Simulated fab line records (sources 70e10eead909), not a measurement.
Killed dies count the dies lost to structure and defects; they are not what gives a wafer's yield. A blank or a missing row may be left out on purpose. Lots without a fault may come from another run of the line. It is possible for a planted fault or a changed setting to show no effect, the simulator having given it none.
Which tool was responsible? :: flow nand_harc :: 12 lots, 36 wafers sampled, at 1 step of a route of 1302

## WHAT EACH GAUGE READ, for each wafer
NHARC_A_CONTACT_OVL_MEAS_43.
lot: L075
measured: day 21 13:20
on: overlay-01
overlay_x_nm (nm): -0.4 -0.6 -0.4

lot: L078
measured: day 22 22:32
on: overlay-01
overlay_x_nm (nm): -0.2 0.7 0.5

lot: L079
measured: day 23 12:35
on: overlay-02
overlay_x_nm (nm): 1.8 0.9 1.5

lot: L082
measured: day 24 14:21
on: overlay-02
overlay_x_nm (nm): -2.5 -1.6 -2.2

lot: L083
measured: day 25 04:25
on: overlay-02
overlay_x_nm (nm): -0.4 0.1 -0.3

lot: L084
measured: day 26 22:32
on: overlay-01
overlay_x_nm (nm): -1.3 -1.5 -1.3

lot: L086
measured: day 26 23:42
on: overlay-02
overlay_x_nm (nm): -0.4 -1.0 -0.2

lot: L090
measured: day 27 19:09
on: overlay-01
overlay_x_nm (nm): 0.0 -0.7 -0.2

lot: L089
measured: day 28 13:51
on: overlay-01
overlay_x_nm (nm): 0.1 -0.3 -0.3

lot: L093
measured: day 29 21:59
on: overlay-01
overlay_x_nm (nm): 0.8 0.4 0.6

lot: L095
measured: day 30 03:18
on: overlay-01
overlay_x_nm (nm): 0.0 -0.2 0.2

lot: L097
measured: day 31 02:16
on: overlay-01
overlay_x_nm (nm): -0.9 -0.8 -0.8

## EACH LOT AND THE TOOL THAT RAN IT (in order: tool; ch and the chambers of the sampled wafers; start)
No process step before these readings appears in the record.

## THE ANSWER, worked out from the rows above alone
Rule: the lots themselves supply what counts as usual. The widest of any qualifying gaps counts: lots, ordered by their means at a reading, are off when they make up no more than a third of the lots, leave a main group of 4 or more, and stand apart from it by 3 or more times the standard deviation of that group's means. A main group whose means are all the same, to the digits that the tables above print for the reading, isn't used. Also off: a lot with no number at a reading for which 4 or more lots have one. Where the step has rows for the other lots, those lots are counted as sound.
Nothing can be told from this: no lot is off at any reading shown.

## WHAT THE SIMULATOR HAD INSERTED
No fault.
